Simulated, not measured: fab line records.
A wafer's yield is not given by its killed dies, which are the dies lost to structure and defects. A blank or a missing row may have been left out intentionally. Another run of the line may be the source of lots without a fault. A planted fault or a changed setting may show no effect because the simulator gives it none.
fab line records | flow n5-finfet
[record] lots = 6 wafers = 18 last-day = 20
route steps=1938 shown BEOL_M1@835 BEOL_M2@841 BEOL_M4@1111 PASSIVATION@1936
lots that met no fault: from a run of the same line without faults
start-h: the number of hours between the record's first day and the start of the first shown wafer of the lot | wait-h: hours from the lot's prior step to this one | " the same as in the row above | L1.1+2: one row covering several wafers at once | - no value, or no start was given | * or withheld: withheld | < > ~ a bound
route shown NAME@n: a module of which the file shows steps, and the number in the route of the first | usual: the fault-free wafers' mean and standard deviation | same: alike in all rows | chamber/n: place in a boat | sites: each site's reading | _std_site: their standard deviation | _edge_site: the outer-site mean with the inner-site mean subtracted | radius-mm: for every site, how far away it sits from the centre of the wafer | mask NAME#n: copy n | behind: tool/chamber where the wafer was last shaped | hold: why the lot went on hold/how many hours it stayed there/how the hold came to an end | device: the transistor (n, p or np) that didn't switch | end of line: the same wafers' tests at the end of the route | for a step that has no rows: nothing shown but its recipe | killed: dies lost to structure and defects at the first sort, not the wafer's yield | map: per-die view of a wafer (x killed, . not killed, _ where there is no die)
set.NAME: the setting as run; set.NAME@STEP: as run at that earlier step | model.NAME: the simulator's own value behind a step, which no gauge read
lots at selected steps of the route; one table per step, one row per wafer
services: when a tool's chamber went out of use (start-h, in hours from the record's first day, below 0 if earlier), for how many hours, and the reason
[[steps]]
[step N5_BEOL_M1_PRE_CLEAN_60]
[recipe] gas = NH3/H2 time-s = 15 temp-c = * rf-power-w = 300
[step N5_BEOL_M1_CO_CAP_55]
[recipe] material = Co target-thk-a = 20 temp-c = 200 precursor = CCTBA/H2 pressure-torr = 30 time-s = 102.1
[step N5_BEOL_M1_PRE_CLEAN_56]
[recipe] gas = NH3 time-s = 15 temp-c = withheld rf-power-w = 300
[step N5_BEOL_M1_DEP_57]
[recipe] material = SiCN target-thk-a = 80 temp-c = withheld precursor = 3MS/NH3 pressure-torr = 3 rf-w = 202 time-s = 14
[usual] showerhead-plenum-p-Torr = 3.661/0.013 throttle-valve-pct = 9.0/0.47
// columns lot.wafer tool chamber start-h wait-h showerhead-plenum-p-Torr throttle-valve-pct
L333.3 pecvd-02 0 171.25 0.0 3.681 9.7
L333.5 " 1 " " 3.654 9.1
L333.6 " 0 " " 3.678 9.6
L335.1 pecvd-03 1 184.78 0.0 3.656 8.6
L335.2 " 0 " " 3.646 8.7
L335.4 " 2 " " 3.664 8.6
L340.3 pecvd-03 0 240.20 0.0 3.654 8.9
L340.4 " 0 " " 3.640 8.8
L340.6 " 2 " " 3.652 8.5
L342.1 pecvd-01 0 245.70 0.0 3.646 9.5
L342.4 " 0 " " 3.656 9.8
L342.6 " 2 " " 3.673 8.5
L345.1 pecvd-02 2 255.03 0.0 3.657 8.7
L345.2 " 0 " " 3.676 9.7
L345.6 " 2 " " 3.654 8.1
L350.3 pecvd-01 0 276.60 0.0 3.651 9.5
L350.5 " 2 " " 3.678 8.9
L350.6 " 0 " " 3.644 9.2
[step N5_BEOL_M1_RS_MEAS_58]
[recipe] thk-meas-gauge = four-point-probe reads = Co_of_BEOL_M1_CO_CAP_55+Cu_of_BEOL_M1_ECD_50+Co_of_BEOL_M1_CVD_47+TaN_of_BEOL_M1_ALD_84
[usual] M1_RS = 0.67/0.036
// columns lot.wafer tool chamber start-h wait-h M1_RS[ohm/sq]
L333.3 film-metro-01 - 171.31 0.1 0.64
L333.5 " - " " 0.65
L333.6 " - " " 0.69
L335.1 film-metro-01 - 184.85 0.0 0.78
L335.2 " - " " 0.74
L335.4 " - " " 0.70
L340.3 film-metro-01 - 240.27 0.1 0.73
L340.4 " - " " 0.64
L340.6 " - " " 0.67
L342.1 film-metro-02 - 245.77 0.0 0.74
L342.4 " - " " 0.73
L342.6 " - " " 0.69
L345.1 film-metro-02 - 255.10 0.0 0.68
L345.2 " - " " 0.67
L345.6 " - " " 0.63
L350.3 film-metro-02 - 276.67 0.1 0.66
L350.5 " - " " 0.69
L350.6 " - " " 0.66
[step N5_BEOL_M1_INSPECT_59]
[recipe] inspect-instrument = darkfield mode = post-dep
[usual] raw-defect-count = 76/21
// columns lot.wafer tool chamber start-h wait-h raw-defect-count
L333.3 defect-inspect-02 - 171.34 0.0 34
L333.5 " - " " 65
L333.6 " - " " 67
L335.1 defect-inspect-02 - 184.87 0.0 101
L335.2 " - " " 75
L335.4 " - " " 43
L340.3 defect-inspect-01 - 240.30 0.0 92
L340.4 " - " " 67
L340.6 " - " " 106
L342.1 defect-inspect-02 - 245.79 0.0 70
L342.4 " - " " 117
L342.6 " - " " 104
L345.1 defect-inspect-02 - 255.12 0.0 81
L345.2 " - " " 78
L345.6 " - " " 73
L350.3 defect-inspect-02 - 276.70 0.0 67
L350.5 " - " " 72
L350.6 " - " " 49
[step N5_BEOL_M2_ILD_DEP_00]
[recipe] material = SiOC target-thk-a = 790 temp-c = 350 precursor = DEMS/O2 pressure-torr = 5 rf-w = 500 time-s = 15.3
[usual] heater-power-w = 514/80 showerhead-plenum-p-Torr = 5.691/0.016 throttle-valve-pct = 12.3/0.69
// columns lot.wafer tool chamber start-h wait-h heater-power-w showerhead-plenum-p-Torr throttle-valve-pct
L333.3 pecvd-02 0 171.39 0.1 527 5.716 13.0
L333.5 " 0 " " 525 5.698 12.8
L333.6 " 1 " " 430 5.685 11.9
L335.1 pecvd-02 1 184.91 0.0 413 5.689 11.9
L335.2 " 0 " " 593 5.719 13.0
L335.4 " 1 " " 423 5.698 12.0
L340.3 pecvd-04 2 240.33 0.0 691 5.656 11.6
L340.4 " 2 " " 709 5.663 11.2
L340.6 " 1 " " 465 5.700 13.4
L342.1 pecvd-02 0 245.83 0.0 566 5.724 12.7
L342.4 " 1 " " 434 5.691 12.2
L342.6 " 0 " " 570 5.699 12.9
L345.1 pecvd-02 0 255.16 0.0 604 5.722 12.9
L345.2 " 1 " " 429 5.686 12.2
L345.6 " 2 " " 528 5.681 11.2
L350.3 pecvd-04 1 276.73 0.0 423 5.692 13.3
L350.5 " 2 " " 573 5.662 11.6
L350.6 " 0 " " 412 5.698 12.2
[step N5_BEOL_M2_THK_MEAS_01]
[recipe] reads = SiOC_of_BEOL_M2_ILD_DEP_00
[usual] M2_ILD_THK = 78.9/0.96
// columns lot.wafer tool chamber start-h wait-h M2_ILD_THK[nm]
L333.3 film-metro-02 - 171.46 0.1 80.1
L333.5 " - " " 80.1
L333.6 " - " " 80.3
L335.1 film-metro-02 - 184.99 0.1 77.9
L335.2 " - " " 77.6
L335.4 " - " " 78.6
L340.3 film-metro-01 - 240.40 0.1 77.5
L340.4 " - " " 79.0
L340.6 " - " " 79.5
L342.1 film-metro-01 - 245.90 0.0 78.5
L342.4 " - " " 79.4
L342.6 " - " " 79.4
L345.1 film-metro-01 - 255.23 0.0 76.7
L345.2 " - " " 78.5
L345.6 " - " " 78.8
L350.3 film-metro-01 - 276.80 0.1 79.3
L350.5 " - " " 80.1
L350.6 " - " " 80.3
[step N5_BEOL_M2_PECVD_72]
[recipe] material = SiO2 target-thk-a = 160 temp-c = 400 precursor = TEOS/O2 pressure-torr = 5.5 rf-w = 450 teos-flow-sccm = 53.8 gas = O2 flow-sccm = 3000 time-s = 18
[usual] heater-power-w = 770/87 showerhead-plenum-p-Torr = 8.76/0.061 throttle-valve-pct = 22.7/1.3
// columns lot.wafer tool chamber start-h wait-h heater-power-w showerhead-plenum-p-Torr throttle-valve-pct
L333.3 pecvd-04 2 171.50 0.0 1028 8.67 22.1
L333.5 " 0 " " 743 8.77 23.0
L333.6 " 2 " " 1006 8.65 22.3
L335.1 pecvd-01 2 185.03 0.0 780 8.85 21.1
L335.2 " 0 " " 845 8.70 23.2
L335.4 " 2 " " 789 8.83 21.1
L340.3 pecvd-02 0 240.44 0.0 738 8.85 23.9
L340.4 " 2 " " 842 8.70 20.7
L340.6 " 1 " " 698 8.75 22.6
L342.1 pecvd-02 1 245.93 0.0 585 8.74 22.5
L342.4 " 2 " " 731 8.71 20.5
L342.6 " 0 " " 811 8.88 23.9
L345.1 pecvd-01 2 255.27 0.0 751 8.83 21.3
L345.2 " 1 " " 744 8.73 22.9
L345.6 " 2 " " 747 8.80 21.1
L350.3 pecvd-01 0 276.84 0.0 756 8.70 23.2
L350.5 " 1 " " 787 8.72 22.9
L350.6 " 2 " " 824 8.85 20.8
[step N5_BEOL_M2_HM_DEP_02]
[recipe] material = TiN target-thk-a = 200 temp-c = 25 chamber-pressure-pa = 0.49996
[usual] throttle-valve-pct = 29.7/0.74
// columns lot.wafer tool chamber start-h wait-h throttle-valve-pct
L333.3 pvd-sputter-02 - 171.71 0.2 29.1
L333.5 " - " " 29.9
L333.6 " - " " 29.5
L335.1 pvd-sputter-02 - 185.38 0.3 29.8
L335.2 " - " " 30.1
L335.4 " - " " 29.9
L340.3 pvd-sputter-02 - 240.66 0.2 30.0
L340.4 " - " " 29.5
L340.6 " - " " 29.8
L342.1 pvd-sputter-01 - 246.39 0.4 30.2
L342.4 " - " " 30.0
L342.6 " - " " 28.3
L345.1 pvd-sputter-01 - 256.56 1.3 30.0
L345.2 " - " " 28.2
L345.6 " - " " 30.2
L350.3 pvd-sputter-01 - 276.89 0.0 28.5
L350.5 " - " " 28.2
L350.6 " - " " 29.7
[step N5_BEOL_M2_COAT_61]
[recipe] resist = SOC temp-c = 250 time-s = 60 spin-rpm = 1500 resist-thk-nm = 60
[step N5_BEOL_M2_COAT_62]
[recipe] resist = SiARC temp-c = 220 time-s = 60 spin-rpm = 1500 resist-thk-nm = 12
[step N5_BEOL_M2_COAT_73]
[recipe] resist = underlayer temp-c = 205 time-s = 60 spin-rpm = 1500 resist-thk-nm = 5
[usual] heater-power-total-W = 391.7/1.3 plate-temp-C = 205.00/0.15
// columns lot.wafer tool chamber start-h wait-h heater-power-total-W plate-temp-C
L333.3 litho-track-01 0 171.85 - 390.1 204.88
L333.5 " 0 " " 393.6 204.89
L333.6 " 0 " " 393.4 204.93
L335.1 litho-track-04 0 185.51 - 394.0 205.02
L335.2 " 0 " " 390.6 205.01
L335.4 " 0 " " 390.8 204.91
L340.3 litho-track-01 0 240.79 - 350.4 186.44
L340.4 " 0 " " 349.0 186.59
L340.6 " 0 " " 350.4 186.78
L342.1 litho-track-01 0 246.52 - 344.3 186.24
L342.4 " 0 " " 345.3 186.42
L342.6 " 0 " " 349.5 186.40
L345.1 litho-track-02 0 256.69 - 390.8 205.21
L345.2 " 0 " " 391.5 205.05
L345.6 " 0 " " 389.9 205.20
L350.3 litho-track-02 0 277.03 - 393.7 205.07
L350.5 " 0 " " 392.3 205.15
L350.6 " 0 " " 390.2 205.07
[step N5_BEOL_M2_COAT_05]
[recipe] resist = CAR-EUV spin-rpm = 1500 resist-thk-nm = 30
[step N5_BEOL_M2_EBR_07]
[recipe] solvent = PGMEA ebr-width-mm = 1.5
[step N5_BEOL_M2_SOFTBAKE_06]
[recipe] temp-c = 110 time-s = 60 resist = CAR-EUV
[step N5_BEOL_M2_EXPOSE_08]
[recipe] mask-id = M2 na = 0.33 source-shape = dipole sigma-inner = 0.369 sigma-outer = 0.767 polarization = unpolarized dose-mj = 41.25
[step N5_BEOL_M2_PEB_09]
[recipe] peb-temp-c = 100 peb-time-s = 60 resist = CAR-EUV
[step N5_BEOL_M2_DEVELOP_10]
[recipe] develop-time-s = 30 developer = TMAH resist = CAR-EUV rinse-liquid = surfactant-rinse dry = air-spin dev-temp-c = 23
[step N5_BEOL_M2_CD_MEAS_11]
[recipe] target-cd-nm = 16.79 landing-energy-ev = 500 detector = se-inlens polarity = opening
[usual] cd-nm = 16.90/0.23
// columns lot.wafer tool chamber start-h wait-h cd-nm
L333.3 cd-sem-01 0 172.24 - 16.48
L333.5 " 0 " " 16.75
L333.6 " 0 " " 17.05
L335.1 cd-sem-01 0 185.79 - 16.78
L335.2 " 0 " " 16.54
L335.4 " 0 " " 16.86
L340.3 cd-sem-01 0 241.06 - 16.94
L340.4 " 0 " " 16.77
L340.6 " 0 " " 17.28
L342.1 cd-sem-01 0 246.91 - 16.68
L342.4 " 0 " " 17.12
L342.6 " 0 " " 16.50
L345.1 cd-sem-01 0 256.95 - 17.13
L345.2 " 0 " " 16.56
L345.6 " 0 " " 17.28
L350.3 cd-sem-02 0 277.42 - 16.95
L350.5 " 0 " " 16.64
L350.6 " 0 " " 17.19
[step N5_BEOL_M2_OVL_MEAS_12]
[recipe] points-per-wafer = 522
[usual] M2_OVL = -0.3/0.67
// columns lot.wafer tool chamber start-h wait-h M2_OVL[nm]
L333.3 overlay-02 0 172.28 0.0 -2.3
L333.5 " 0 " " -2.0
L333.6 " 0 " " -1.2
L335.1 overlay-01 0 185.82 0.0 -0.5
L335.2 " 0 " " -1.3
L335.4 " 0 " " -1.1
L340.3 overlay-02 0 241.10 0.0 -1.1
L340.4 " 0 " " 0.0
L340.6 " 0 " " 0.0
L342.1 overlay-01 0 246.95 0.0 0.3
L342.4 " 0 " " -0.5
L342.6 " 0 " " -0.5
L345.1 overlay-02 0 256.98 0.0 -1.9
L345.2 " 0 " " -1.0
L345.6 " 0 " " -1.4
L350.3 overlay-02 0 277.46 0.0 -0.4
L350.5 " 0 " " -0.5
L350.6 " 0 " " -0.1
[step N5_BEOL_M2_INSPECT_13]
[recipe] mode = adi inspect-instrument = brightfield
[usual] raw-defect-count = 433/84
// columns lot.wafer tool chamber start-h wait-h raw-defect-count
L333.3 defect-inspect-02 - 172.49 0.2 282
L333.5 " - " " 263
L333.6 " - " " 304
L335.1 defect-inspect-02 - 185.88 0.1 497
L335.2 " - " " 411
L335.4 " - " " 364
L340.3 defect-inspect-01 - 241.15 0.0 403
L340.4 " - " " 589
L340.6 " - " " 516
L342.1 defect-inspect-02 - 247.01 0.1 404
L342.4 " - " " 517
L342.6 " - " " 530
L345.1 defect-inspect-01 - 257.04 0.1 578
L345.2 " - " " 383
L345.6 " - " " 407
L350.3 defect-inspect-02 - 277.50 0.0 345
L350.5 " - " " 370
L350.6 " - " " 253
[step N5_BEOL_M2_DESCUM_16]
[recipe] chemistry = O2 time-s = 7 source-power-w = 50 bias-power-w = 20 pressure-mtorr = 20 rf-frequency-hz = 2.712e+07 temp-c = 40 resist = CAR-EUV o2-flow-sccm = 225
[usual] drypump-motor-current-A = 5.7/0.37 oes-product-au = 0.81/0.091 rf-vpp-V = 243.9/1.3 showerhead-plenum-p-Torr = 2.15/0.057 throttle-valve-pct = 20.3/0.31
// columns lot.wafer tool chamber start-h wait-h drypump-motor-current-A oes-product-au rf-hours-counter-h rf-vpp-V showerhead-plenum-p-Torr throttle-valve-pct
L333.3 rie-diel-04 3 172.52 0.0 5.5 0.93 7 244.1 2.17 20.1
L333.5 " 2 " " 5.9 0.73 - 242.8 2.09 20.6
L333.6 " 3 " " 5.5 0.93 - 246.0 2.17 20.1
L335.1 rie-diel-06 1 185.91 0.0 5.5 0.81 83 243.5 2.12 20.6
L335.2 " 2 " " 5.6 0.68 252 244.3 2.15 20.3
L335.4 " 0 " " 5.2 0.98 - 244.8 2.15 19.8
L340.3 rie-diel-06 3 241.33 0.2 5.0 0.70 228 242.4 1.97 20.3
L340.4 " 2 " " 5.6 0.94 12 244.1 2.14 20.0
L340.6 " 2 " " 5.6 0.93 - 244.6 2.14 20.0
L342.1 rie-diel-04 1 247.05 0.0 6.2 0.71 221 243.2 2.17 20.9
L342.4 " 2 " " 5.9 0.71 224 243.0 2.08 20.6
L342.6 " 2 " " 6.0 0.71 - 241.8 2.08 20.6
L345.1 rie-diel-01 3 257.07 0.0 5.2 0.86 56 243.2 2.12 20.1
L345.2 " 0 " " 5.9 0.86 48 244.4 2.23 20.0
L345.6 " 0 " " 5.9 0.86 - 246.0 2.23 20.0
L350.3 rie-diel-01 2 277.54 0.0 5.9 0.78 98 245.1 2.20 20.1
L350.5 " 3 " " 5.2 0.85 - 244.5 2.12 20.1
L350.6 " 2 " " 5.9 0.78 - 246.6 2.20 20.2
[step N5_BEOL_M2_ETCH_74]
[recipe] chemistry = N2/H2 target = underlayer target-depth-a = 65 mask-material = CAR-EUV time-s = 5.2 ion-energy-ev = 200 pressure-mtorr = 30 source-w = 840 bias-w = 150 n2-flow-sccm = 200 h2-flow-sccm = 200 ends = cleared
[usual] bias-w = 150.0/0.44 drypump-motor-current-A = 5.7/0.37 etch-rf-on-time-s = 5.20/0.11 oes-product-au = 0.69/0.076 rf-vpp-V = 525.6/2.3 showerhead-plenum-p-Torr = 2.60/0.072 throttle-valve-pct = 17.6/0.32
// columns lot.wafer tool chamber start-h wait-h bias-w drypump-motor-current-A etch-rf-on-time-s oes-product-au rf-hours-counter-h rf-vpp-V showerhead-plenum-p-Torr throttle-valve-pct model.etch.depth-nm
L333.3 rie-diel-04 3 172.55 0.0 149.5 5.5 5.10 0.79 7 528.5 2.58 17.2 4.991
L333.5 " 2 " " 149.8 5.9 5.19 0.61 - 523.5 2.51 17.9 5.001
L333.6 " 3 " " 150.3 5.5 5.14 0.79 - 526.8 2.58 17.2 4.998
L335.1 rie-diel-06 1 185.95 0.0 149.7 5.6 5.29 0.69 83 524.4 2.56 17.8 5.004
L335.2 " 2 " " 149.7 5.6 5.11 0.58 252 526.1 2.62 17.9 5.003
L335.4 " 0 " " 149.7 5.2 5.18 0.82 - 523.3 2.58 17.0 5.004
L340.3 rie-diel-06 3 241.36 0.0 150.5 4.9 5.51 0.57 228 519.5 2.40 17.7 5.078
L340.4 " 2 " " 150.3 5.6 5.28 0.80 12 525.7 2.61 17.5 5.057
L340.6 " 2 " " 150.3 5.6 5.26 0.79 - 525.0 2.61 17.5 5.053
L342.1 rie-diel-04 1 247.08 0.0 150.2 6.2 5.22 0.62 221 526.0 2.62 18.2 5.074
L342.4 " 2 " " 149.6 5.9 5.36 0.60 224 523.4 2.50 18.0 5.069
L342.6 " 2 " " 149.4 5.9 5.39 0.60 - 522.7 2.50 18.0 5.061
L345.1 rie-diel-01 3 257.11 0.0 149.7 5.3 4.94 0.75 56 525.7 2.57 17.5 4.991
L345.2 " 0 " " 150.1 5.9 5.26 0.71 48 528.0 2.69 17.4 4.985
L345.6 " 0 " " 150.9 5.9 5.26 0.73 - 527.5 2.69 17.3 4.992
L350.3 rie-diel-01 2 277.57 0.0 149.4 6.0 5.42 0.64 98 527.6 2.68 17.6 5.012
L350.5 " 3 " " 149.6 5.2 5.02 0.73 - 523.9 2.57 17.6 4.985
L350.6 " 2 " " 150.0 5.9 5.40 0.65 - 528.5 2.68 17.6 4.99
[step N5_BEOL_M2_ETCH_63]
[recipe] chemistry = CF4 target = SiARC target-depth-a = 156 mask-material = CAR-EUV time-s = 26 ion-energy-ev = 80 pressure-mtorr = 40 source-w = 545 bias-w = 36 Ar_flow_sccm = 100 cf4-flow-sccm = 100 ends = cleared
[step N5_BEOL_M4_RC_MEAS_101]
[usual] DIBL_N = 36.0/1.9 DIBL_P = 35.6/2.2 IOFF_N = 0.15/0.031 IOFF_P = 0.19/0.032 ION_N = 668/11 ION_P = 455/7.2 SS_N = 71.5/0.65 SS_P = 73.4/0.64 VT_N = 251/3.6 VT_P = -253/3.3
// columns lot.wafer tool chamber start-h wait-h DIBL_N[mV/V] DIBL_P[mV/V] IOFF_N[nA/um] IOFF_P[nA/um] ION_N[uA/um] ION_P[uA/um] SS_N[mV/dec] SS_P[mV/dec] VT_N[mV] VT_P[mV]
L333.3 prober-01 0 241.53 0.3 37.3 38.6 0.19 0.22 679 465 72.7 73.5 245 -250
L333.5 " 0 " " 36.6 38.7 0.17 0.22 670 462 71.8 73.1 251 -251
L333.6 " 0 " " 39.4 41.2 0.22 0.26 690 468 72.8 74.9 245 -248
L335.1 prober-02 0 247.70 0.0 34.4 33.2 0.13 0.18 664 457 71.7 73.2 256 -251
L335.2 " 0 " " 32.4 31.0 0.10 0.16 646 454 70.7 72.4 256 -250
L335.4 " 0 " " 35.5 35.2 0.15 0.21 670 459 71.5 74.2 252 -250
L340.3 prober-02 0 304.51 0.3 36.6 37.1 0.17 0.19 672 455 71.6 73.1 247 -253
L340.4 " 0 " " 36.5 37.5 0.16 0.20 669 453 71.7 73.2 250 -252
L340.6 " 0 " " 35.4 35.7 0.14 0.17 660 449 71.6 73.2 256 -255
L342.1 prober-01 0 305.61 0.0 37.3 40.1 0.18 0.23 659 450 72.7 75.0 249 -251
L342.4 " 0 " " 36.8 37.6 0.17 0.18 673 447 71.9 72.8 249 -256
L342.6 " 0 " " 33.6 34.6 0.13 0.15 657 451 71.3 72.6 253 -257
L345.1 prober-02 0 313.66 0.0 39.0 37.8 0.18 0.21 668 457 71.8 74.2 249 -252
L345.2 " 0 " " 36.6 35.2 0.15 0.18 674 453 70.4 73.2 252 -253
L345.6 " 0 " " 36.7 35.5 0.15 0.18 682 458 71.2 73.5 252 -255
L350.3 prober-01 0 361.83 0.3 35.6 34.6 0.14 0.20 657 454 71.8 73.5 250 -249
L350.5 " 0 " " 36.1 34.3 0.14 0.18 666 448 71.8 73.3 255 -252
L350.6 " 0 " " 35.4 34.2 0.13 0.20 672 464 70.9 73.3 251 -250
[step N5_PASSIVATION_PROBE_49]
[usual] defect-limited-yield = 91.3/1.4 killed_at_M0_to_M3 = 34/10 killed_at_M4_up = 14/5.5 killed-at-contacts = 12/6 killed-at-front-end = 40/10 killed-at-other = 3.0/2.4 killed-dies = 103/17 killed-open = 68/13 killed-short = 34/7.8 sort_bin_5_function = 5.1/0.97 sort_bin_6_memory = 3.3/0.66 sort-n-pass = 1077/17 sort-yield-pct = 91.2/1.4
[same] gross-dies = 1180 killed-at-back-side = 0 sort_bin_4_leakage[%] = 0 sort_bin_8_speed[%] = 0
// columns lot.wafer tool chamber start-h wait-h defect-limited-yield[%] killed_at_M0_to_M3 killed_at_M4_up killed-at-contacts killed-at-front-end killed-at-other killed-dies killed-open killed-short sort_bin_5_function[%] sort_bin_6_memory[%] sort-n-pass sort-yield-pct[%]
L340.3 prober-02 - 410.20 0.1 91.2 26 18 12 45 3 104 82 22 5.2 3.6 1076 91.2
L340.4 prober-02 - 410.25 0.2 90.4 33 9 11 58 2 113 79 33 5.8 3.4 1067 90.4
L340.6 prober-02 - 410.35 0.3 91.7 27 12 14 39 6 98 71 26 4.8 3.1 1082 91.7
L342.4 prober-01 - 416.75 0.2 91.4 41 5 8 43 4 101 52 48 4.9 3.3 1079 91.4
L342.6 prober-01 - 416.85 0.3 91.4 33 13 8 47 1 102 67 30 5.1 3.0 1078 91.4
L345.6 prober-01 - 422.32 0.3 89.4 34 6 17 67 1 125 91 29 5.7 4.2 1055 89.4
// killed by level:class
L340.3 STI_FIN_REVEAL:geometric-particle:open=16 MOL_CONTACT_COAG:geometric-particle:open=12 BEOL_M2:geometric-particle:open=10 FIN_SAQP:geometric-particle:open=7 BEOL_M4:geometric-particle:open=6 BEOL_M3:geometric-particle:open=6 STI_FIN_REVEAL:geometric-particle:short=4 DUMMY_GATE:geometric-particle:open=4
L340.4 STI_FIN_REVEAL:geometric-particle:open=31 MOL_CONTACT_COAG:geometric-particle:open=9 BEOL_M3:geometric-particle:open=7 BEOL_M0_SAQP:geometric-particle:short=6 BEOL_M2:geometric-particle:open=5 FIN_SAQP:geometric-particle:open=4 STI_FIN_REVEAL:geometric-particle:short=4 DUMMY_GATE:geometric-particle:open=4
L340.6 FIN_SAQP:geometric-particle:open=18 MOL_CONTACT_COAG:geometric-particle:open=11 FIN_SAQP:geometric-particle:short=8 BEOL_M0_SAQP:geometric-particle:short=7 BEOL_M0:geometric-particle:open=7 BEOL_M0_SAQP:geometric-particle:open=5 BEOL_M2:geometric-particle:open=5 BEOL_M5:geometric-particle:open=5
L342.4 FIN_SAQP:geometric-particle:short=14 BEOL_M3:geometric-particle:open=11 BEOL_M0_SAQP:geometric-particle:short=9 MOL_CONTACT_COAG:geometric-particle:open=7 BEOL_M0_SAQP:geometric-particle:open=6 DUMMY_GATE:geometric-particle:open=5 GATE_CUT:geometric-particle:short=5 FIN_SAQP:geometric-particle:open=4
L342.6 STI_FIN_REVEAL:geometric-particle:open=12 BEOL_M3:geometric-particle:open=11 BEOL_M4:geometric-particle:open=9 FIN_SAQP:geometric-particle:short=8 FIN_SAQP:geometric-particle:open=8 MOL_CONTACT_COAG:geometric-particle:open=7 BEOL_M0_SAQP:geometric-particle:short=5 BEOL_M1:geometric-particle:open=5
L345.6 FIN_SAQP:geometric-particle:open=18 DUMMY_GATE:geometric-particle:open=13 MOL_CONTACT_COAG:geometric-particle:open=13 BEOL_M3:geometric-particle:open=10 BEOL_M1:geometric-particle:open=9 STI_FIN_REVEAL:geometric-particle:open=8 BEOL_M0_SAQP:geometric-particle:short=5 FIN_SAQP:geometric-particle:short=4
[[services]]
// columns tool chamber start-h hours kind
rie-diel-01 3 156.77 43.4 repair
pecvd-04 2 159.21 5.5 scheduled-down
pecvd-01 - 160.83 0.8 repair
litho-track-01 - 161.92 - consumable-replace:filter
pecvd-02 2 163.09 76.1 repair
rie-diel-04 1 171.89 1.4 repair
litho-track-02 - 176.58 - consumable-replace:filter
rie-diel-06 3 181.80 17.0 repair
litho-track-04 - 192.00 - consumable-replace:filter
rie-diel-06 2 198.81 - clean
rie-diel-06 2 198.81 - consumable-replace:focus-ring
rie-diel-06 2 198.81 16.9 scheduled-down
rie-diel-06 2 198.81 16.9 vent-cycle
pecvd-04 2 202.38 - clean
pecvd-04 2 202.38 - consumable-replace:showerhead
pecvd-04 2 202.38 29.0 scheduled-down
pecvd-04 2 202.38 29.0 vent-cycle
rie-diel-01 - 202.64 0.5 repair
pecvd-01 - 203.81 0.8 pm
pecvd-01 - 218.69 0.9 repair
pecvd-02 0 234.70 5.0 scheduled-down
pecvd-01 2 236.31 2.1 scheduled-down
pecvd-03 1 243.89 5.5 scheduled-down
rie-diel-01 - 252.18 2.8 pm
[[key]]
[first-sign] step = N5_BEOL_M2_COAT_73 reading = plate-temp-C direction = down sigmas = 99+ usual = * struck = *
[effect] step = N5_BEOL_M2_COAT_73 reading = heater-power-total-W direction = down sigmas = 33 usual = * struck = *
[model-effect] step = N5_BEOL_M2_ETCH_74 value = etch.depth-nm without = 5.003 struck = 5.065
met-at N5_BEOL_M2_COAT_73
struck-wafers L340.3,L340.4,L340.6,L342.1,L342.4,L342.6
onset-between 171.85 240.79
[fault] kind = process-parameter-drift tool = litho-track-01 chamber = - onset-h = 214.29 steps = N5_BEOL_M2_COAT_73 channel = temp-c offset = * shape = step end-h = 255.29 acts-in = * stated = *
